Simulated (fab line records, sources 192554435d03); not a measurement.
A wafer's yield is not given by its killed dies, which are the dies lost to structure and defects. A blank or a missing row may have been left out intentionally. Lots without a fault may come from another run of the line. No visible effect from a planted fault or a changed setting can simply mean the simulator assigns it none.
The tool behind it: which one?    flow n5 finfet    28 wafers from 10 lots sampled at 6 of the route's 1938 steps

== WHAT THE GAUGES SHOWED, per wafer ==
N5_BEOL_M3_CD_MEAS_28: target cd 25.7 nm, target cd y 23.3 nm. Usual: cd nm 25.68 nm, standard deviation 0.24.
lot   measured      on         cd nm (nm)         flag
L660  day 7 03:32   cd sem-02  25.86 25.84 25.37  
L662  day 7 18:31   cd sem-03  25.24 25.46 25.22  
L664  day 8 08:58   cd sem-01  25.69 25.88 25.55  
L667  day 8 16:57   cd sem-01  25.60 24.95 25.35  
L669  day 9 07:03   cd sem-01  25.81 25.65        
L670  day 9 12:02   cd sem-01  25.69 25.46 25.67  
L673  day 10 10:11  cd sem-02  25.81 25.57        
L674  day 10 10:47  cd sem-03  25.87 25.50 25.83  
L681  day 12 01:10  cd sem-02  24.49 24.32 24.22  OFF
L682  day 12 15:20  cd sem-03  24.84 25.04 24.46  OFF

N5_BEOL_M4_RC_MEAS_101. Usual: DIBL_N 35.9 mV/V, standard deviation 1.6; DIBL_P 35.6 mV/V, standard deviation 2.1; IOFF_N 0.149 nA/um, standard deviation 0.029; IOFF_P 0.20 nA/um, standard deviation 0.033; ION_N 671 uA/um, standard deviation 11; ION_P 460 uA/um, standard deviation 7.3; SS_N 71.4 mV/dec, standard deviation 0.62; SS_P 73.2 mV/dec, standard deviation 0.65; VT_N 251 mV, standard deviation 3.1; VT_P -251 mV, standard deviation 3.4.
lot   measured      on         DIBL_N (mV/V)   DIBL_P (mV/V)   IOFF_N (nA/um)     IOFF_P (nA/um)  ION_N (uA/um)  ION_P (uA/um)  SS_N (mV/dec)   SS_P (mV/dec)   VT_N (mV)    VT_P (mV)       flag
L660  day 7 21:37   prober-02  35.4 34.5 34.0  33.8 34.4 34.4  0.133 0.124 0.116  0.15 0.15 0.16  662 656 655    445 451 453    70.8 70.5 69.8  72.5 72.7 72.6  251 254 254  -258 -256 -257  
L662  day 8 12:00   prober-01  34.8 35.9 33.8  36.8 38.6 35.6  0.153 0.169 0.124  0.19 0.20 0.17  687 676 654    462 455 454    71.7 72.1 71.4  73.5 73.4 72.9  252 252 260  -255 -253 -256  
L664  day 9 00:58   prober-02  34.9 32.3 33.7  35.5 33.0 34.1  0.133 0.114 0.122  0.19 0.16 0.18  665 669 667    451 456 464    71.9 70.5 70.7  72.9 73.0 72.4  252 254 252  -251 -253 -254  
L667  day 9 13:25   prober-02  38.3 35.9 35.0  37.6 34.8 33.7  0.182 0.149 0.126  0.26 0.22 0.19  680 675 663    468 471 461    72.3 71.2 70.9  73.0 72.7 72.9  247 250 252  -248 -245 -251  
L669  day 10 06:55  prober-01  32.7 35.6       32.2 35.6       0.106 0.159        0.16 0.21       651 677        456 472        70.9 70.7       72.7 73.2       256 247      -254 -247       
L670  day 10 14:43  prober-01  36.8 38.7 37.9  37.4 39.8 38.5  0.169 0.216 0.199  0.20 0.25 0.23  676 690 692    460 467 472    71.2 72.4 71.8  72.9 74.5 74.5  247 246 245  -252 -249 -250  
L673  day 11 07:04  prober-01  35.1 34.1       33.3 32.3       0.135 0.118        0.19 0.18       662 664        461 455        71.3 70.7       73.0 72.6       253 254      -251 -251       
L674  day 11 14:14  prober-02  34.7 35.5 37.9  34.8 36.1 38.3  0.127 0.143 0.178  0.18 0.19 0.23  663 675 670    454 457 457    71.2 71.6 72.4  73.1 72.4 74.4  253 252 251  -252 -251 -249  
L681  day 13 00:59  prober-02  36.6 35.3 35.5  35.6 35.2 34.1  0.183 0.175 0.161  0.23 0.23 0.20  677 686 670    466 469 457    72.1 71.3 72.1  73.3 73.8 73.5  245 245 248  -249 -248 -251  
L682  day 13 12:37  prober-02  36.8 38.7 39.1  35.2 38.1 38.4  0.157 0.199 0.213  0.21 0.26 0.27  681 683 697    468 467 475    70.7 71.9 72.5  73.0 73.8 74.2  253 245 244  -250 -244 -248  

== WHAT TOOL EACH LOT RAN ON (gives the tool, then ch and the chambers of the sampled wafers, and finally the start) ==
lot   N5_BEOL_M2_ANNEAL_51              N5_BEOL_M3_HM_OPEN_17              N5_BEOL_M3_EXPOSE_25               N5_BEOL_M3_ALD_98
L660  rtp anneal-02 ch 0, day 7 00:07   rie metal-03 ch 0,1, day 7 03:03   euv scanner-02 ch 0, day 7 03:24   ald sin-03 ch 0,3, day 7 03:47
L662  rtp anneal-02 ch 0, day 7 12:40   rie metal-03 ch 0,1, day 7 17:55   euv scanner-01 ch 0, day 7 18:23   ald sin-02 ch 0,1, day 7 18:47
L664  rtp anneal-01 ch 0, day 8 03:11   rie metal-03 ch 0, day 8 08:21     euv scanner-01 ch 0, day 8 08:50   ald sin-04 ch 1,2, day 8 09:32
L667  rtp anneal-02 ch 0, day 8 13:54   rie metal-02 ch 0,1, day 8 16:26   euv scanner-01 ch 0, day 8 16:49   ald sin-04 ch 2,3, day 8 19:07
L669  rtp anneal-02 ch 0, day 9 03:38   rie metal-02 ch 0,1, day 9 06:34   euv scanner-01 ch 0, day 9 06:55   ald sin-03 ch 0,3, day 9 07:31
L670  rtp anneal-02 ch 0, day 9 09:05   rie metal-01 ch 0,1, day 9 11:33   euv scanner-01 ch 0, day 9 11:54   ald sin-04 ch 0,1,3, day 9 13:00
L673  rtp anneal-01 ch 0, day 10 07:05  rie metal-02 ch 1, day 10 09:31    euv scanner-02 ch 0, day 10 10:04  ald sin-02 ch 0,3, day 10 10:26
L674  rtp anneal-02 ch 0, day 10 08:24  rie metal-03 ch 0,1, day 10 10:14  euv scanner-02 ch 0, day 10 10:38  ald sin-02 ch 0,1,3, day 10 11:19
L681  rtp anneal-01 ch 0, day 11 21:47  rie metal-01 ch 0,1, day 12 00:38  euv scanner-01 ch 0, day 12 01:01  ald sin-04 ch 1,2, day 12 01:27
L682  rtp anneal-01 ch 0, day 12 11:55  rie metal-01 ch 0,1, day 12 14:50  euv scanner-01 ch 0, day 12 15:12  ald sin-02 ch 0,1,2, day 12 15:59
- N5_BEOL_M2_ANNEAL_51: time 90 s.
- N5_BEOL_M3_HM_OPEN_17: chemistry Cl2/BCl3, target TiN, target depth 20 nm, overetch 6 nm.
- N5_BEOL_M3_EXPOSE_25: exposes mask V2, defocus 5 nm.
- N5_BEOL_M3_ALD_98: deposits SiO2, target thk 2.5 nm, pulse time 1 s, co reactant pulse time 1 s.

== AS READ BY THE TOOLS THEMSELVES (means over the sampled wafers that have a number; for cases with no such wafer, the mark the record gives instead) ==
N5_BEOL_M2_ANNEAL_51. Usual: wafer_temp_C_max 226.0, standard deviation 0.45.
lot   tool           wafer_temp_C_max  flag
L660  rtp anneal-02  225.8             
L662  rtp anneal-02  225.9             
L664  rtp anneal-01  226.2             
L667  rtp anneal-02  225.6             
L669  rtp anneal-02  226.0             
L670  rtp anneal-02  225.7             
L673  rtp anneal-01  226.6             
L674  rtp anneal-02  225.5             
L681  rtp anneal-01  226.4             
L682  rtp anneal-01  226.3             

N5_BEOL_M3_HM_OPEN_17. Usual: drypump motor current A 6.0 A, standard deviation 0.41; oes product au 0.70 a.u., standard deviation 0.042; throttle valve pct 22.15 %, standard deviation 0.19.
lot   tool          drypump motor current A (A)  oes product au (a.u.)  throttle valve pct (%)  flag
L660  rie metal-03  6.3                          0.77                   22.35                   
L662  rie metal-03  6.4                          0.74                   22.19                   
L664  rie metal-03  6.5                          0.71                   22.06                   
L667  rie metal-02  6.0                          0.68                   21.97                   
L669  rie metal-02  5.8                          0.68                   22.02                   
L670  rie metal-01  5.8                          0.68                   22.09                   
L673  rie metal-02  5.2                          0.70                   22.13                   
L674  rie metal-03  6.4                          0.72                   22.20                   
L681  rie metal-01  5.8                          0.65                   22.11                   
L682  rie metal-01  5.8                          0.65                   22.14                   

N5_BEOL_M3_EXPOSE_25. Usual: exposure dose mJ cm2 62.83, standard deviation 0.089.
lot   tool            exposure dose mJ cm2  flag
L660  euv scanner-02  62.94                 
L662  euv scanner-01  62.81                 
L664  euv scanner-01  62.79                 
L667  euv scanner-01  62.79                 
L669  euv scanner-01  62.75                 
L670  euv scanner-01  62.81                 
L673  euv scanner-02  62.91                 
L674  euv scanner-02  62.94                 
L681  euv scanner-01  58.71                 OFF
L682  euv scanner-01  59.56                 OFF

N5_BEOL_M3_ALD_98. Usual: heater power w 76 W, standard deviation 8; precursor pulse height rel 1.001, standard deviation 0.023.
lot   tool        heater power w (W)  precursor pulse height rel  flag
L660  ald sin-03  78                  1.001                       
L662  ald sin-02  72                  1.018                       
L664  ald sin-04  82                  1.017                       
L667  ald sin-04  78                  0.999                       
L669  ald sin-03  78                  0.992                       
L670  ald sin-04  75                  0.995                       
L673  ald sin-02  72                  0.980                       
L674  ald sin-02  71                  1.020                       
L681  ald sin-04  88                  0.993                       
L682  ald sin-02  77                  1.017                       

== THE ANSWER, worked out from the rows above alone ==
Rule: a lot is off if the mean of its wafers that have a number lies more than 3 standard deviations from the usual mean. A lot without any number at a reading at which 4 lots or more have one is off too. Where the step has rows for the other lots, those lots are counted as sound. First the gauges in route order, then the tools' own readings, where a lot's mean is used as printed above. At the first step where some lot is off, the reading lying furthest off is the one used; lots without a number count as furthest.
Off at N5_BEOL_M3_CD_MEAS_28 (cd nm): L681, L682.
If a tool, at a process step before that reading, ran all the lots that are off and no sound lot after the first of them, it fits. Not tried: the gauges at N5_BEOL_M3_CD_MEAS_28; whatever is off there is also off at N5_BEOL_M3_EXPOSE_25, on other tools, and gauge error can't account for it. Can't be told from this: 3 tools fit, rtp anneal-01 at N5_BEOL_M2_ANNEAL_51, rie metal-01 at N5_BEOL_M3_HM_OPEN_17, euv scanner-01 at N5_BEOL_M3_EXPOSE_25.

== WHAT THE SIMULATOR PUT IN ==
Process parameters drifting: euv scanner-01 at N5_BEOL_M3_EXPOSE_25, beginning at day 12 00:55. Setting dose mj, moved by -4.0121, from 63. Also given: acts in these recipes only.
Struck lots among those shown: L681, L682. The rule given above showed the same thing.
